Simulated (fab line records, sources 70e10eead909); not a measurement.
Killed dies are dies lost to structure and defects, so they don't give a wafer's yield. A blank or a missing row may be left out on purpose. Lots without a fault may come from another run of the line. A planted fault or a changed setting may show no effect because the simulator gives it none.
fab line records | flow nand_harc
record lots=13 wafers=39 last_day=33
route steps=1302 shown P_BONDPAD@371 A_SOURCE_PLATE@413 A_ONON_D1@437 END@1302
lots that met no fault: from a run of the same line without faults
start_h: hours from the record's first day to the start of the lot's first wafer shown | wait_h: hours since the lot's step before | " the same as in the row above | L1.1+2: a row that stands for several wafers | - no value, or no start given | * or withheld: withheld | < > ~ a bound
route shown NAME@n: a module of which the file shows steps, and the number in the route of the first | usual: mean/standard deviation of fault-free wafers | same: alike in all rows | chamber/n: place in a boat | sites: the reading at each site | _std_site: their standard deviation | _edge_site: outer sites' mean less inner sites' | radius_mm: how far each site lies from the wafer's centre | mask NAME#n: copy n | behind: the tool/chamber that last shaped the wafer | hold: why the lot was held/for how many hours/how that ended | device: the transistor (n, p or np) that didn't switch | end of line: the same wafers' tests at the end of the route | a step without rows: its recipe alone | killed: dies lost to structure and defects at the first sort, not the wafer's yield | map: a wafer's dies, x killed, . not, _ none there
set.NAME: the setting as run; set.NAME@STEP: as run at that earlier step | model.NAME: the simulator's own value behind a step, which no gauge read
steps of the route over a sample of lots; a table a step, a row a wafer
services: from which hour (start_h, from the record's first day; less than 0 if before it) a tool's chamber was out of use, for how many hours, and why
## steps
# step NHARC_P_BONDPAD_STRIP_15
# recipe o2_flow_sccm=500 ar_flow_sccm=0 bias_w=0 chemistry=O2
# usual drypump_motor_current_A=5.8/0.4 oes_product_au=0.995/0.0086 rf_vpp_V=57.7/0.86 showerhead_plenum_p_Torr=3.48/0.11 throttle_valve_pct=17.036/0.0088
# columns lot.wafer tool chamber start_h wait_h drypump_motor_current_A oes_product_au rf_hours_counter_h rf_vpp_V showerhead_plenum_p_Torr throttle_valve_pct
L556.2 rie_diel-08 2 141.70 0.1 5.1 0.993 3.1 57.0 3.56 17.025
L556.1 " 3 " " 6.2 0.987 1.9 58.2 3.65 17.038
L556.6 " 2 " " 5.1 0.993 - 58.0 3.56 17.037
L557.4 rie_diel-12 1 147.38 0.1 5.8 0.999 3.0 57.2 3.39 17.038
L557.2 " 2 " " 5.6 1.006 2.6 58.8 3.54 17.041
L557.3 " 0 " " 5.2 1.001 3.2 57.8 3.37 17.065
L558.2 rie_diel-12 3 152.20 0.1 5.4 1.006 3.0 56.5 3.39 17.038
L558.1 " 0 " " 5.2 0.998 3.3 57.0 3.37 17.036
L558.5 " 3 " " 5.4 1.008 - 57.0 3.39 17.053
L560.2 rie_diel-12 2 177.59 0.1 5.7 1.000 4.6 57.8 3.54 17.037
L560.3 " 3 " " 5.4 0.997 5.2 57.5 3.39 17.048
L560.6 " 0 " " 5.2 0.993 - 57.8 3.36 17.030
L562.3 rie_diel-05 0 198.02 0.1 5.3 0.995 8.0 57.5 3.32 17.024
L562.6 " 2 " " 6.2 0.993 - 57.9 3.59 17.037
L562.5 " 3 " " 6.0 0.993 - 56.0 3.38 17.023
L568.3 rie_diel-08 1 258.24 0.1 6.1 0.983 1.5 56.3 3.42 17.043
L568.2 " 0 " " 6.3 1.010 1.6 59.3 3.59 17.015
L568.6 " 1 " " 6.1 0.978 - 58.1 3.43 17.027
L570.4 rie_diel-05 2 280.37 0.1 6.2 1.003 2.6 58.4 3.58 17.034
L570.5 " 2 " " 6.2 1.000 - 58.3 3.58 17.026
L570.6 " 3 " " 6.0 1.001 - 58.6 3.38 17.030
L574.1 rie_diel-08 3 316.89 0.1 6.2 0.998 2.9 57.6 3.64 17.036
L574.6 " 0 " " 6.3 0.994 - 57.2 3.58 17.039
L574.5 " 1 " " 6.1 0.976 - 56.2 3.42 17.052
L575.2 rie_diel-05 3 320.57 0.1 6.0 0.995 5.6 57.6 3.38 17.029
L575.3 " 2 " " 6.2 1.009 5.7 57.4 3.58 17.038
L575.5 " 0 " " 5.4 1.004 - 56.7 3.31 17.036
L576.1 rie_diel-05 0 335.00 0.1 5.4 0.998 7.7 57.2 3.31 17.022
L576.3 " 2 " " 6.2 1.009 6.7 58.1 3.58 17.034
L576.6 " 0 " " 5.4 0.994 - 57.1 3.31 17.036
L577.4 rie_diel-08 2 345.71 0.1 5.1 0.990 3.6 59.6 3.56 17.018
L577.1 " 3 " " 6.2 0.995 3.4 58.3 3.64 17.038
L577.5 " 1 " " 6.1 0.982 - 57.8 3.42 17.043
L578.1 rie_diel-05 0 350.44 0.1 5.4 1.010 8.0 57.4 3.31 17.036
L578.3 " 1 " " 5.6 1.012 8.3 58.6 3.51 17.027
L578.4 " 2 " " 6.2 1.010 7.0 57.3 3.58 17.044
L579.2 rie_diel-05 3 366.29 0.1 6.0 0.986 8.1 58.8 3.37 17.029
L579.4 " 1 " " 5.6 1.001 9.2 58.5 3.51 17.028
L579.5 " 3 " " 6.0 0.990 - 58.7 3.37 17.036
# step NHARC_P_BONDPAD_THK_MEAS_20
# recipe thk_meas_gauge=xrf
# usual thk_nm=160.8/1.5
# columns lot.wafer tool chamber start_h wait_h thk_nm
L556.1 film_metro-02 - 143.65 - 158.3
L556.2 " - " " 158.7
L556.6 " - " " 161.7
L557.2 film_metro-02 - 149.36 - 161.5
L557.3 " - " " 162.2
L557.4 " - " " 162.9
L558.1 film_metro-02 - 154.15 - 160.9
L558.2 " - " " 159.6
L558.5 " - " " 161.0
L560.2 film_metro-02 - 179.51 - 159.2
L560.3 " - " " 159.9
L560.6 " - " " 158.9
L562.3 film_metro-02 - 199.98 - 160.5
L562.5 " - " " 162.3
L562.6 " - " " 161.7
L568.2 film_metro-01 - 260.20 - 161.4
L568.3 " - " " 160.7
L568.6 " - " " 159.4
L570.4 film_metro-02 - 282.32 - 161.4
L570.5 " - " " 162.3
L570.6 " - " " 160.0
L574.1 film_metro-01 - 318.83 - 158.6
L574.5 " - " " 159.6
L574.6 " - " " 160.5
L575.2 film_metro-01 - 322.55 - 163.1
L575.3 " - " " 163.0
L575.5 " - " " 161.6
L576.1 film_metro-02 - 336.94 - 160.6
L576.3 " - " " 161.2
L576.6 " - " " 160.3
L577.1 film_metro-01 - 348.05 - 163.7
L577.4 " - " " 162.7
L577.5 " - " " 163.9
L578.1 film_metro-02 - 352.40 - 162.4
L578.3 " - " " 161.9
L578.4 " - " " 157.8
L579.2 film_metro-02 - 368.24 - 159.8
L579.4 " - " " 161.0
L579.5 " - " " 159.1
# step NHARC_A_SOURCE_PLATE_PRECLEAN_00
# recipe time_s=60 chemistry=HF-LAST
# columns lot.wafer tool chamber start_h wait_h
L556.6+2+1 wet_bench-02 7,2,4 146.69 0.0
L557.3+2+4 wet_bench-02 3,4,5 152.55 0.1
L558.1+5+2 wet_bench-06 0,3,5 157.45 0.1
L560.3+6+2 wet_bench-04 1,3,6 182.43 0.0
L562.3+6+5 wet_bench-06 1,2,6 203.06 0.0
L568.2+6+3 wet_bench-04 0,3,4 263.24 0.0
L570.6+4+5 wet_bench-04 2,6,7 285.22 0.0
L574.5+1+6 wet_bench-02 5,6,0 321.73 0.1
L575.5+2+3 wet_bench-02 0,2,3 325.69 0.1
L576.3+1+6 wet_bench-02 1,2,5 339.97 0.0
L577.1+4+5 wet_bench-04 4,6,1 351.13 0.1
L578.4+1+3 wet_bench-06 3,4,5 355.32 0.1
L579.5+2+4 wet_bench-04 4,5,7 371.20 0.1
# step NHARC_A_SOURCE_PLATE_INSPECT_08
# usual raw_defect_count=55/21
# columns lot.wafer tool chamber start_h wait_h raw_defect_count
L556.1 defect_inspect-01 - 168.37 0.0 45
L556.2 " - " " 45
L556.6 " - " " 35
L557.2 defect_inspect-01 - 171.99 0.0 77
L557.3 " - " " 63
L557.4 " - " " 51
L558.1 defect_inspect-01 - 177.87 0.0 29
L558.2 " - " " 51
L558.5 " - " " 29
L560.2 defect_inspect-01 - 202.81 0.0 97
L560.3 " - " " 111
L560.6 " - " " 95
L562.3 defect_inspect-01 - 227.91 0.0 91
L562.5 " - " " 59
L562.6 " - " " 128
L568.2 defect_inspect-02 - 283.77 0.0 495
L568.3 " - " " 493
L568.6 " - " " 479
L570.4 defect_inspect-02 - 306.95 0.0 487
L570.5 " - " " 466
L570.6 " - " " 457
L574.1 defect_inspect-02 - 342.15 0.0 56
L574.5 " - " " 36
L574.6 " - " " 86
L575.2 defect_inspect-02 - 345.62 0.0 33
L575.3 " - " " 39
L575.5 " - " " 31
L576.1 defect_inspect-02 - 361.57 0.0 67
L576.3 " - " " 47
L576.6 " - " " 72
L577.1 defect_inspect-01 - 370.49 0.0 35
L577.4 " - " " 53
L577.5 " - " " 58
L578.1 defect_inspect-02 - 376.39 0.0 56
L578.3 " - " " 41
L578.4 " - " " 56
L579.2 defect_inspect-01 - 391.41 0.0 45
L579.4 " - " " 28
L579.5 " - " " 35
# step NHARC_A_ONON_D1_THK_MEAS_18
# recipe thk_meas_gauge=ellipsometry
# usual thk_nm=996/9.8
# columns lot.wafer tool chamber start_h wait_h thk_nm
L556.1 film_metro-01 - 182.47 - 1002
L556.2 " - " " 1003
L556.6 " - " " 1003
L557.2 film_metro-02 - 182.47 - 999
L557.3 " - " " 1000
L557.4 " - " " 999
L558.1 film_metro-02 - 192.15 - 979
L558.2 " - " " 978
L558.5 " - " " 979
L560.2 film_metro-01 - 215.75 - 989
L560.3 " - " " 989
L560.6 " - " " 989
L562.3 film_metro-02 - 239.32 - 1010
L562.5 " - " " 1011
L562.6 " - " " 1009
L568.2 film_metro-02 - 294.33 - 992
L568.3 " - " " 990
L568.6 " - " " 991
L570.4 film_metro-01 - 317.46 - 989
L570.5 " - " " 990
L570.6 " - " " 989
L574.1 film_metro-02 - 352.78 - 977
L574.5 " - " " 978
L574.6 " - " " 977
L575.2 film_metro-01 - 356.30 - 998
L575.3 " - " " 1000
L575.5 " - " " 999
L576.1 film_metro-02 - 372.01 - 1007
L576.3 " - " " 1008
L576.6 " - " " 1005
L577.1 film_metro-01 - 381.38 - 995
L577.4 " - " " 994
L577.5 " - " " 993
L578.1 film_metro-01 - 387.51 - 996
L578.3 " - " " 994
L578.4 " - " " 995
L579.2 film_metro-02 - 405.06 - 1011
L579.4 " - " " 1011
L579.5 " - " " 1011
# step NHARC_END_SORT_01
# recipe temp_c=25
# usual killed_at_array=55/20 killed_at_other=0.7/0.96 killed_at_periphery=4.1/2.4 killed_dies=60/20 killed_open=3.3/1.9 killed_short=2.8/1.6
# same gross_dies=677
# columns lot.wafer tool chamber start_h wait_h killed_at_array killed_at_other killed_at_periphery killed_dies killed_open killed_short
L568.2 prober-01 0 690.93 2.8 88 3 5 96 2 1
L568.3 prober-01 0 691.73 3.1 117 1 8 126 2 3
L568.6 prober-01 0 694.14 4.0 121 3 8 132 3 2
L570.4 prober-02 0 715.88 3.4 108 0 5 113 6 4
L570.5 prober-02 0 716.68 3.7 134 0 4 138 6 3
L570.6 prober-02 0 717.49 4.0 99 2 4 105 6 1
# killed by level:class
L568.2 A_SOURCE_PLATE:unspecified=41 A_CHANNEL_HOLE_D1:chamber_film_flake=16 A_CONTACT:chamber_film_flake=10 A_SLIT:chamber_film_flake=8 A_WL_FILL:chamber_film_flake=5 P_GATE:chamber_film_flake=4 THIN_TSV:chamber_film_flake=3 A_CHANNEL_HOLE_D2:chamber_film_flake=2
L568.3 A_SOURCE_PLATE:unspecified=63 A_CHANNEL_HOLE_D1:chamber_film_flake=34 A_CONTACT:chamber_film_flake=8 P_GATE:chamber_film_flake=3 P_CONTACT:chamber_film_flake=3 A_CHANNEL_HOLE_D2:chamber_film_flake=3 A_WL_FILL:chamber_film_flake=2 P_CONTACT:geometric_particle:short=1
L568.6 A_SOURCE_PLATE:unspecified=61 A_CHANNEL_HOLE_D1:chamber_film_flake=30 A_CONTACT:chamber_film_flake=11 P_CONTACT:chamber_film_flake=5 A_SLIT:chamber_film_flake=5 A_CHANNEL_HOLE_D2:chamber_film_flake=3 A_WL_FILL:chamber_film_flake=3 THIN_TSV:chamber_film_flake=3
L570.4 A_SOURCE_PLATE:unspecified=45 A_CHANNEL_HOLE_D1:chamber_film_flake=31 A_CHANNEL_HOLE_D2:chamber_film_flake=17 A_CHANNEL_FILL_D2:geometric_particle:short=3 P_GATE:chamber_film_flake=3 A_SLIT:chamber_film_flake=3 A_CHANNEL_FILL_D1:geometric_particle:open=2 A_M0:geometric_particle:open=2
L570.5 A_SOURCE_PLATE:unspecified=77 A_CHANNEL_HOLE_D1:chamber_film_flake=24 A_CHANNEL_HOLE_D2:chamber_film_flake=17 A_DECK1_JOINT:chamber_film_flake=4 A_STAIRCASE:chamber_film_flake=3 A_ONON_D1:geometric_particle:open=2 P_GATE:chamber_film_flake=2 P_CONTACT:geometric_particle:open=1
L570.6 A_SOURCE_PLATE:unspecified=63 A_CHANNEL_HOLE_D2:chamber_film_flake=16 A_CHANNEL_HOLE_D1:chamber_film_flake=9 A_DECK1_JOINT:chamber_film_flake=3 A_STAIRCASE:chamber_film_flake=3 STARTING-WAFER:geometric_particle:open=2 A_CONTACT:chamber_film_flake=2 P_M0:geometric_particle:open=1
## services
# columns tool chamber start_h hours kind
rie_diel-05 0 135.13 - clean
rie_diel-05 1 135.13 - clean
rie_diel-05 2 135.13 - clean
rie_diel-05 3 135.13 - clean
rie_diel-05 0 159.63 - clean
rie_diel-05 1 159.63 - clean
wet_bench-04 - 163.43 1.4 repair
wet_bench-04 - 177.42 2.8 repair
rie_diel-05 - 179.05 1.7 repair
rie_diel-08 3 184.47 3.8 repair
rie_diel-12 1 190.19 8.3 repair
rie_diel-08 - 190.80 9.0 pm
wet_bench-06 - 193.62 8.0 pm
rie_diel-08 3 211.20 6.9 repair
rie_diel-12 0 212.10 42.8 repair
wet_bench-04 - 227.20 8.0 pm
rie_diel-05 - 229.63 9.0 pm
wet_bench-02 - 236.79 8.0 pm
wet_bench-06 - 248.87 1.6 repair
rie_diel-12 - 252.16 0.4 repair
rie_diel-12 - 268.45 9.0 pm
rie_diel-12 0 301.09 3.1 repair
rie_diel-08 - 367.85 9.0 pm
wet_bench-06 - 369.62 8.0 pm
## key
first_sign step=NHARC_A_SOURCE_PLATE_INSPECT_08 reading=raw_defect_count direction=up sigmas=20 usual=55 struck=480
effect step=NHARC_END_SORT_01 reading=killed_dies direction=up sigmas=2.9 usual=60 struck=118 wafers_moved=4
more_kills_born_at NHARC_A_SOURCE_PLATE_PRECLEAN_00@wet_bench-04=350
met_at NHARC_A_SOURCE_PLATE_PRECLEAN_00
struck_lots L568,L570
tester_left_out L568,L570
not_acting_at NHARC_P_BONDPAD_STRIP_15,NHARC_P_BONDPAD_THK_MEAS_20,NHARC_A_ONON_D1_THK_MEAS_18
onset_between 182.43 263.24
fault kind=chamber_particle_source tool=wet_bench-04 chamber=- onset_h=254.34 steps=NHARC_A_SOURCE_PLATE_PRECLEAN_00 rate_per_visit_cm2=0.64905 end_h=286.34
# tester_left_out: of these lots the tester's yield and bins aren't shown, on N5 and GAA mostly nor the transistor test; their killed dies are dies lost to structure and defects alone, not to doping, threshold or leakage, so they don't give the yield
